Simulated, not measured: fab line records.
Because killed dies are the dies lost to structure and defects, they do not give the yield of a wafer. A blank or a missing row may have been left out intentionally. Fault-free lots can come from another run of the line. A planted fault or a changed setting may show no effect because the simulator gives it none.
Which of the tools did it? + flow n5 finfet + 24 lots with 72 wafers sampled at 4 steps, on a route of 1938 steps

## WHAT THE GAUGES READ, wafer by wafer
N5_BEOL_M12_CD_MEAS_17 targets a cd of 140 nm.
| lot  | measured     | on        | cd nm (nm)        |
|------|--------------|-----------|-------------------|
| L074 | day 10 10:46 | cd sem-02 | 142.6 143.5 141.4 |
| L076 | day 10 16:20 | cd sem-03 | 137.9 139.6 141.7 |
| L075 | day 10 23:38 | cd sem-01 | 139.0 139.7 142.3 |
| L078 | day 11 15:26 | cd sem-02 | 139.5 138.4 136.7 |
| L077 | day 12 00:27 | cd sem-01 | 140.2 140.0 140.6 |
| L079 | day 12 00:46 | cd sem-01 | 135.8 142.0 137.3 |
| L080 | day 12 14:22 | cd sem-01 | 141.4 139.4 144.6 |
| L083 | day 12 19:16 | cd sem-01 | 140.6 141.1 137.3 |
| L081 | day 12 19:32 | cd sem-01 | 142.9 141.5 139.3 |
| L082 | day 12 20:15 | cd sem-01 | 142.0 141.1 141.6 |
| L085 | day 13 06:44 | cd sem-01 | 138.4 140.7 137.1 |
| L084 | day 13 12:16 | cd sem-02 | 140.1 142.4 140.3 |
| L086 | day 14 00:16 | cd sem-01 | 141.0 139.4 136.8 |
| L088 | day 14 00:32 | cd sem-02 | 140.6 143.0 140.0 |
| L087 | day 14 10:34 | cd sem-03 | 141.0 143.4 140.8 |
| L090 | day 14 15:07 | cd sem-02 | 144.0 140.7 143.9 |
| L092 | day 14 17:00 | cd sem-02 | 138.1 140.4 138.2 |
| L089 | day 14 17:38 | cd sem-02 | 136.8 136.6 139.2 |
| L091 | day 14 21:53 | cd sem-02 | 140.2 140.7 139.4 |
| L094 | day 15 13:58 | cd sem-02 | 139.9 142.5 145.5 |
| L095 | day 15 16:26 | cd sem-01 | 141.5 140.0 140.3 |
| L093 | day 15 17:47 | cd sem-01 | 137.4 138.0 139.3 |
| L097 | day 16 06:52 | cd sem-01 | 139.5 135.5 135.1 |
| L096 | day 16 10:09 | cd sem-02 | 143.3 141.3 139.5 |

N5_BEOL_M12_CD_MEAS_28 targets a cd of 160.2 nm.
| lot  | measured     | on        | cd nm (nm)        |
|------|--------------|-----------|-------------------|
| L074 | day 10 11:13 | cd sem-02 | 159.7 158.8 161.9 |
| L076 | day 10 16:47 | cd sem-02 | 161.8 161.5 165.9 |
| L075 | day 10 23:57 | cd sem-03 | 162.6 160.7 166.8 |
| L078 | day 11 15:53 | cd sem-01 | 160.9 158.6 160.9 |
| L077 | day 12 00:46 | cd sem-03 | 160.4 158.4 159.5 |
| L079 | day 12 01:07 | cd sem-02 | 163.5 161.1 162.1 |
| L080 | day 12 14:41 | cd sem-03 | 159.8 163.4 161.7 |
| L083 | day 12 19:43 | cd sem-01 | 163.1 160.8 159.4 |
| L081 | day 12 19:59 | cd sem-03 | 166.7 163.9 164.8 |
| L082 | day 12 20:42 | cd sem-03 | 159.2 160.6 160.7 |
| L085 | day 13 07:11 | cd sem-01 | 161.4 160.8 159.4 |
| L084 | day 13 12:44 | cd sem-02 | 162.2 162.5 162.9 |
| L086 | day 14 00:36 | cd sem-01 | 165.1 161.5 164.9 |
| L088 | day 14 00:52 | cd sem-02 | 159.8 162.1 160.8 |
| L087 | day 14 11:01 | cd sem-01 | 161.2 160.4 161.4 |
| L090 | day 14 15:34 | cd sem-03 | 160.4 163.4 159.3 |
| L092 | day 14 17:27 | cd sem-01 | 163.3 160.4 160.8 |
| L089 | day 14 17:58 | cd sem-03 | 159.8 159.9 158.6 |
| L091 | day 14 22:20 | cd sem-01 | 162.3 162.6 160.8 |
| L094 | day 15 14:18 | cd sem-01 | 162.4 162.6 159.1 |
| L095 | day 15 16:53 | cd sem-03 | 160.9 164.6 162.8 |
| L093 | day 15 18:07 | cd sem-02 | 157.2 158.3 159.1 |
| L097 | day 16 07:19 | cd sem-01 | 158.3 157.6 158.1 |
| L096 | day 16 10:29 | cd sem-02 | 162.5 163.4 162.2 |

N5_BEOL_M12_OCD_MEAS_35.
| lot  | measured     | on     | trench depth nm (nm) |
|------|--------------|--------|----------------------|
| L074 | day 10 11:49 | ocd-02 | 323 320 323          |
| L076 | day 10 17:24 | ocd-02 | 316 319 320          |
| L075 | day 11 00:34 | ocd-01 | 311 312 326          |
| L078 | day 11 16:29 | ocd-01 | 316 321 317          |
| L077 | day 12 01:23 | ocd-01 | 312 320 323          |
| L079 | day 12 01:43 | ocd-02 | 314 322 310          |
| L080 | day 12 15:18 | ocd-01 | 315 318 314          |
| L083 | day 12 20:19 | ocd-01 | 321 332 314          |
| L081 | day 12 21:11 | ocd-02 | 320 316 319          |
| L082 | day 12 21:40 | ocd-02 | 317 322 319          |
| L085 | day 13 08:03 | ocd-02 | 317 313 334          |
| L084 | day 13 13:20 | ocd-02 | 325 319 320          |
| L086 | day 14 01:29 | ocd-01 | 318 316 322          |
| L088 | day 14 01:38 | ocd-02 | 317 314 316          |
| L087 | day 14 13:07 | ocd-01 | 308 319 318          |
| L090 | day 14 16:10 | ocd-02 | 308 316 312          |
| L092 | day 14 18:04 | ocd-01 | 314 316 317          |
| L089 | day 14 18:34 | ocd-01 | 318 310 320          |
| L091 | day 14 23:04 | ocd-02 | 322 321 322          |
| L094 | day 15 14:54 | ocd-02 | 311 321 321          |
| L095 | day 15 17:35 | ocd-02 | 306 318 318          |
| L093 | day 15 18:44 | ocd-01 | 331 313 317          |
| L097 | day 16 08:10 | ocd-01 | 318 320 317          |
| L096 | day 16 11:22 | ocd-02 | 317 325 326          |

N5_BEOL_M12_THK_MEAS_50: measures by xrf.
| lot  | measured     | on            | M12_THK (nm) |
|------|--------------|---------------|--------------|
| L074 | day 10 16:09 | film metro-02 | 329 325 327  |
| L076 | day 10 20:11 | film metro-01 | 324 328 329  |
| L075 | day 11 03:34 | film metro-02 | 314 316 331  |
| L078 | day 11 19:35 | film metro-01 | 325 330 324  |
| L077 | day 12 03:15 | film metro-01 | 328 334 339  |
| L079 | day 12 07:38 | film metro-02 | 320 326 314  |
| L080 | day 13 00:05 | film metro-02 | 317 323 317  |
| L083 | day 13 00:21 | film metro-01 | 328 340 322  |
| L081 | day 13 00:32 | film metro-01 | 328 325 326  |
| L082 | day 13 00:56 | film metro-01 | 324 331 328  |
| L085 | day 13 14:19 | film metro-02 | 320 316 340  |
| L084 | day 13 16:12 | film metro-01 | 334 330 332  |
| L086 | day 14 08:19 | film metro-02 | 318 318 326  |
| L088 | day 14 10:07 | film metro-02 | 321 318 324  |
| L087 | day 14 15:31 | film metro-02 | 310 321 321  |
| L090 | day 14 20:51 | film metro-01 | 318 325 319  |
| L092 | day 14 21:29 | film metro-02 | 317 319 321  |
| L089 | day 14 23:24 | film metro-01 | 325 316 326  |
| L091 | day 15 00:29 | film metro-02 | 331 331 329  |
| L094 | day 15 19:09 | film metro-02 | 319 329 329  |
| L095 | day 15 19:16 | film metro-02 | 313 326 325  |
| L093 | day 15 21:31 | film metro-02 | 338 320 323  |
| L097 | day 16 12:03 | film metro-01 | 330 331 330  |
| L096 | day 16 12:57 | film metro-02 | 319 328 329  |

## EACH LOT AND THE TOOL THAT RAN IT (in order: tool; ch and the chambers of the sampled wafers; start)
The record shows no process step preceding these readings.

## AS READ BY THE TOOLS THEMSELVES (means over the sampled wafers that have a number; for cases with no such wafer, the mark the record gives instead)
The record holds no such reading with a usual standard deviation.

## THE ANSWER, worked out from the rows above alone
Rule: the lots themselves supply what counts as usual. Put in order of their means at a reading, lots are off if they are a third of the lots or fewer, leave a main group of 4 or more, and stand apart from it by a gap of 3 or more times the standard deviation of the main group's means; of several such gaps the widest counts. The tables above print the reading to a certain number of digits; a main group whose means all agree to those digits is not used. Also off: a lot with no number at a reading for which 4 or more lots have one. Where the step has rows for the other lots, those lots are counted as sound. First the gauges in route order, then the tools' own readings, where a lot's mean is used as printed above. At the first step where some lot is off, the reading lying furthest off is the one used; lots without a number count as furthest.
Across all readings shown, no lot is off: no conclusion can be drawn from this.

## WHAT WAS PUT IN BY THE SIMULATOR
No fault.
